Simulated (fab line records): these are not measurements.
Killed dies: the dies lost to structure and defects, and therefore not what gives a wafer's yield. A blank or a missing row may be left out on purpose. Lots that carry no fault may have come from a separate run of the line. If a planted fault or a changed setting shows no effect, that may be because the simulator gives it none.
Matching of chambers + flow n5Finfet + 3 sister chambers for N5_BEOL_M2_DEP_57 on pecvd-04
The step deposits SiCN from 3MS/NH3, target thk 8 nm, time 14 s. 6 wafers are shown with their chamber, then 10 later ones without.

== WAFERS, EACH WITH ITS CHAMBER ==
| wafer  | chamber | throttleValvePct (%) | showerheadPlenumPTorr (Torr) |
|--------|---------|----------------------|------------------------------|
| L079.2 | 2       | 9.0                  | 3.647                        |
| L082.3 | 0       | 9.0                  | 3.657                        |
| L082.5 | 2       | 9.1                  | 3.651                        |
| L082.6 | 1       | 10.0                 | 3.659                        |
| L084.1 | 0       | 9.2                  | 3.653                        |
| L084.2 | 1       | 10.1                 | 3.658                        |

== WAFERS WITH NO CHAMBER GIVEN ==
| wafer  | throttleValvePct (%) | showerheadPlenumPTorr (Torr) |
|--------|----------------------|------------------------------|
| L084.3 | 8.5                  | 3.645                        |
| L084.4 | 10.1                 | 3.662                        |
| L084.5 | 8.5                  | 3.640                        |
| L084.6 | 9.3                  | 3.654                        |
| L085.3 | 9.4                  | 3.661                        |
| L085.4 | 8.7                  | 3.642                        |
| L085.6 | 9.8                  | 3.656                        |
| L094.1 | 8.8                  | 3.657                        |
| L094.2 | 10.1                 | 3.657                        |
| L094.6 | 9.5                  | 3.658                        |

== EACH ONE'S CHAMBER ==
| wafer  | from the rows above          | in truth |
|--------|------------------------------|----------|
| L084.3 | can't be placed: 2 or 0      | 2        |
| L084.4 | 1                            | 1        |
| L084.5 | 2                            | 2        |
| L084.6 | can't be placed: 0 or 2      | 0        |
| L085.3 | 0                            | 0        |
| L085.4 | 2                            | 2        |
| L085.6 | 1                            | 1        |
| L094.1 | can't be placed: 0 or 2      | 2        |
| L094.2 | 1                            | 1        |
| L094.6 | can't be placed: 0 or 1 or 2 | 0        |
6 of 10 placed correctly. Can't be placed from these rows: 4 (the true chamber is among the candidates in 4). Placed wrongly: 0.
How it was worked out, from the rows above alone: a wafer's distance from a chamber is the root of the sum, over the readings, of the square of ((its reading less the chamber's mean) divided by the reading's scatter). The wafer belongs to the nearest chamber; if the next one is less than 2 further off, it can't be placed. Each chamber's mean is taken over the wafers shown for it. How the scatter is found: for the shown wafers, subtract from each reading the mean of its chamber, square and add these, divide the total by (wafers less chambers), then take the root.
